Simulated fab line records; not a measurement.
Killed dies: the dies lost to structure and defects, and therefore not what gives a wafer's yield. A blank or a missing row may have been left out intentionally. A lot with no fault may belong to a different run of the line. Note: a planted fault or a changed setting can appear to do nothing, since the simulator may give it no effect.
fab line records	flow n5_finfet
record lots=7	wafers=39
route steps=1938 shown BEOL_M12@1616 PAD_METAL@1896
start_h: hours from the record's opening day to when the first of the lot's shown wafers began	wait_h: hours elapsed since this lot's preceding step	" repeats the value in the row above	L1.1+2: one row covering several wafers at once	- no value, or no start was given	* or withheld: withheld	< > ~ a bound
route shown NAME@n: names a module that has steps shown in the file, with the first one's number in the route	usual: mean/standard deviation of fault-free wafers	same: alike in all rows	chamber/n: place in a boat	sites: per-site readings	_std_site: how widely they spread, as a standard deviation	_edge_site: the outer-site mean with the inner-site mean subtracted	radius_mm: for every site, how far away it sits from the centre of the wafer	mask NAME#n: copy n	behind: tool/chamber where the wafer was last shaped	hold: what put the lot on hold/how long, in hours/how the hold closed	device: the transistor (n, p or np) that didn't switch	end of line: tests of these same wafers at the route's end	a step without rows: its recipe alone	killed: not the wafer's yield, but the dies lost to structure and defects at the first sort	map: a wafer's dies, x killed, . not, _ none there
set.NAME: the setting the step ran with; set.NAME@STEP: the setting that earlier step ran with	model.NAME: the simulator's own value behind a step, which no gauge read
lots run with intentionally changed settings; tables by step, rows by wafer
## steps
# step N5_BEOL_M12_ETCH_59
# recipe chemistry=N2/H2	target=BARC	target_depth_a=890	overetch_a=267	time_s=67.9	ion_energy_ev=200	pressure_mtorr=30	source_w=840	bias_w=150	n2_flow_sccm=200	h2_flow_sccm=200
lot.wafer	tool	chamber	start_h	wait_h	set.target_depth_a	model.coat_of_BEOL_M12_COAT_04.thk_nm
L076.3	rie_diel-06	3	232.35	0.0	890	320.4
L076.4+5	"	0,2	"	"	890	318.8
L082.1	rie_diel-02	0	285.81	0.0	624.5	331.4
L082.2	"	1	"	"	624.5	329.8
L082.3	"	2	"	"	624.5	329.2
L082.4	"	3	"	"	890	314.2
L082.5	"	3	"	"	890	314.6
L082.6	"	0	"	"	890	315.6
L087.1	rie_diel-02	2	304.38	0.0	890	317.2
L087.2	"	3	"	"	1334	293.2
L087.3	"	1	"	"	890	317.6
L087.4	"	0	"	"	1334	294
L087.5	"	0	"	"	890	318.8
L087.6	"	3	"	"	1334	293
L090.1	rie_diel-04	0	331.97	0.0	1126	304.6
L090.2	"	3	"	"	1126	302.4
L090.3	"	2	"	"	890	314.8
L090.4+6	"	0,2	"	"	890	315
L090.5	"	3	"	"	1126	303.6
L096.1	rie_diel-04	1	361.39	0.0	890	316.8
L096.2	"	2	"	"	890	317
L096.3	"	0	"	"	890	317.6
L096.4+6	"	3	"	"	890	318.4
L096.5	"	0	"	"	890	318.2
L097.1	rie_diel-02	3	361.91	0.0	890	316.8
L097.2	"	1	"	"	890	316.4
L097.3	"	2	"	"	890	317.4
L097.4	"	3	"	"	890	318
L097.5	"	1	"	"	890	317.2
L097.6	"	2	"	"	890	318.8
L093.1	rie_diel-06	2	362.41	0.0	890	318
L093.2	"	3	"	"	890	315
L093.3	"	0	"	"	890	315.2
L093.4	"	1	"	"	890	318.8
L093.5	"	1	"	"	890	317.8
L093.6	"	2	"	"	890	318.6
# step N5_BEOL_M12_VIA_ETCH_16
# recipe chemistry=C4F8/O2/Ar	target=SiOC	pressure_mtorr=30	source_w=3000	bias_w=700	Ar_flow_sccm=400	C4F8_flow_sccm=15	O2_flow_sccm=8	he_inner_torr=15	he_outer_torr=30	target_depth_a=7248	time_s=withheld	ion_energy_ev=250	ends=cleared
lot.wafer	tool	chamber	start_h	wait_h	set.target_depth_a@BEOL_M12_ETCH_59	model.coat_of_BEOL_M12_COAT_04.thk_nm
L076.3	rie_diel-06	3	232.40	0.0	890	128.6
L076.4	"	0	"	"	890	124
L076.5	"	2	"	"	890	125.4
L082.1	rie_diel-02	0	285.86	0.0	624.5	137.2
L082.2	"	1	"	"	624.5	136.6
L082.3	"	2	"	"	624.5	135.4
L082.4	"	3	"	"	890	117.4
L082.5	"	3	"	"	890	117.8
L082.6	"	0	"	"	890	120.8
L087.1	rie_diel-02	2	304.43	0.0	890	124.2
L087.2	"	3	"	"	1334	101.8
L087.3	"	1	"	"	890	124.4
L087.4	"	0	"	"	1334	97
L087.5	"	0	"	"	890	123.4
L087.6	"	3	"	"	1334	96.4
L090.1	rie_diel-04	0	332.03	0.0	1126	109.8
L090.2	"	3	"	"	1126	106.8
L090.3	"	2	"	"	890	120.2
L090.4	"	0	"	"	890	116.8
L090.5	"	3	"	"	1126	107.8
L090.6	"	2	"	"	890	117
L096.1	rie_diel-04	1	361.44	0.0	890	121.8
L096.2	"	2	"	"	890	121.2
L096.3	"	0	"	"	890	122.2
L096.4	"	3	"	"	890	121.4
L096.5	"	0	"	"	890	119.2
L096.6	"	3	"	"	890	120.2
L097.1	rie_diel-02	3	361.96	0.0	890	121.8
L097.2	"	1	"	"	890	119.8
L097.3	"	2	"	"	890	120.8
L097.4	"	3	"	"	890	117.6
L097.5	"	1	"	"	890	118.8
L097.6	"	2	"	"	890	119.4
L093.1	rie_diel-06	2	362.46	0.0	890	122.6
L093.2	"	3	"	"	890	118.2
L093.3	"	0	"	"	890	119.8
L093.4	"	1	"	"	890	122.8
L093.5	"	1	"	"	890	121.8
L093.6	"	2	"	"	890	122
# step N5_BEOL_M12_STRIP_63
# recipe chemistry=N2/H2	power_w=1000	temp_c=250	h2_frac=0.65	overash_fraction=0.3	pressure_mtorr=1000	n2_flow_sccm=1750	h2_flow_sccm=3250
# usual strip_time_to_endpoint_s=42.4/0.82
lot.wafer	tool	chamber	start_h	wait_h	set.target_depth_a@BEOL_M12_ETCH_59	strip_time_to_endpoint_s
L076.3	plasma_asher-01	0	232.62	-	890	44.0
L076.4	"	1	"	"	890	42.7
L076.5	"	0	"	"	890	43.1
L082.1	plasma_asher-01	0	286.06	-	624.5	46.3
L082.2	"	1	"	"	624.5	46.1
L082.3	"	1	"	"	624.5	45.8
L082.4	"	0	"	"	890	41.0
L082.5	"	0	"	"	890	41.1
L082.6	"	1	"	"	890	41.9
L087.1	plasma_asher-01	1	304.63	-	890	42.8
L087.2	"	0	"	"	1334	36.7
L087.3	"	0	"	"	890	42.9
L087.4	"	1	"	"	1334	35.4
L087.5	"	1	"	"	890	42.6
L087.6	"	0	"	"	1334	35.2
L090.1	plasma_asher-01	0	332.23	-	1126	38.9
L090.2	"	1	"	"	1126	38.1
L090.3	"	0	"	"	890	41.8
L090.4	"	1	"	"	890	40.8
L090.5	"	0	"	"	1126	38.4
L090.6	"	1	"	"	890	40.9
L096.1	plasma_asher-01	0	361.64	-	890	42.2
L096.2	"	1	"	"	890	42.0
L096.3	"	1	"	"	890	42.3
L096.4	"	0	"	"	890	42.1
L096.5	"	0	"	"	890	41.5
L096.6	"	1	"	"	890	41.7
L097.1	plasma_asher-02	1	362.16	-	890	42.2
L097.2	"	0	"	"	890	41.6
L097.3	"	0	"	"	890	41.9
L097.4	"	1	"	"	890	41.0
L097.5	"	1	"	"	890	41.4
L097.6	"	0	"	"	890	41.5
L093.1	plasma_asher-01	1	362.66	-	890	42.4
L093.2	"	0	"	"	890	41.2
L093.3	"	0	"	"	890	41.6
L093.4	"	1	"	"	890	42.4
L093.5	"	0	"	"	890	42.1
L093.6	"	1	"	"	890	42.2
# step N5_PASSIVATION_AL_DEP_21
# recipe material=Al	target_thk_a=28000	temp_c=400	time_s=170	power_w=30000	chamber_pressure_pa=0.4	gas=Ar
lot.wafer	tool	chamber	start_h	wait_h	set.time_s	model.Al_of_PASSIVATION_AL_DEP_21.thk_nm
L076.3	pvd_sputter-02	-	262.27	0.1	170	2801
L076.4	"	-	"	"	170	2811
L076.5	"	-	"	"	170	2796
L082.1	pvd_sputter-01	-	318.94	0.1	170	2777
L082.2	"	-	"	"	271.4	4456
L082.3	"	-	"	"	170	2813
L082.4	"	-	"	"	271.4	4454
L082.5	"	-	"	"	170	2807
L082.6	"	-	"	"	271.4	4457
L087.1	pvd_sputter-01	-	339.65	0.1	170	2857
L087.2	"	-	"	"	170	2859
L087.3	"	-	"	"	245.5	4117
L087.4	"	-	"	"	170	2839
L087.5	"	-	"	"	245.5	4108
L087.6	"	-	"	"	245.5	4121
L090.1	pvd_sputter-01	-	368.11	0.1	233.1	3858
L090.2	"	-	"	"	233.1	3846
L090.3	"	-	"	"	170	2788
L090.4	"	-	"	"	233.1	3843
L090.5	"	-	"	"	170	2814
L090.6	"	-	"	"	170	2798
L096.1	pvd_sputter-03	-	396.46	0.1	126.4	2059
L096.2	"	-	"	"	170	2786
L096.3	"	-	"	"	170	2774
L096.4	"	-	"	"	126.4	2096
L096.5	"	-	"	"	170	2759
L096.6	"	-	"	"	126.4	2070
L093.1	pvd_sputter-03	-	396.90	0.1	170	2826
L093.2	"	-	"	"	170	2824
L093.3	"	-	"	"	170	2827
L093.4	"	-	"	"	170	2840
L093.5	"	-	"	"	170	2839
L093.6	"	-	"	"	170	2832
L097.1	pvd_sputter-02	-	397.37	0.1	170	2767
L097.2	"	-	"	"	70.67	1135
L097.3	"	-	"	"	70.67	1115
L097.4	"	-	"	"	70.67	1128
L097.5	"	-	"	"	170	2753
L097.6	"	-	"	"	170	2748
## key
split step=N5_BEOL_M12_ETCH_59	setting=target_depth_a	stated=890	by=wafer
response step=N5_BEOL_M12_ETCH_59	reading=model.coat_of_BEOL_M12_COAT_04.thk_nm	change=-0.485	per=1%	r=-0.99
response step=N5_BEOL_M12_VIA_ETCH_16	reading=model.coat_of_BEOL_M12_COAT_04.thk_nm	change=-0.507	per=1%	r=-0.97
response step=N5_BEOL_M12_STRIP_63	reading=strip_time_to_endpoint_s	change=*	per=1%	r=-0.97
split step=N5_PASSIVATION_AL_DEP_21	setting=time_s	stated=170	by=wafer
response step=N5_PASSIVATION_AL_DEP_21	reading=model.Al_of_PASSIVATION_AL_DEP_21.thk_nm	change=+28	per=1%	r=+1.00
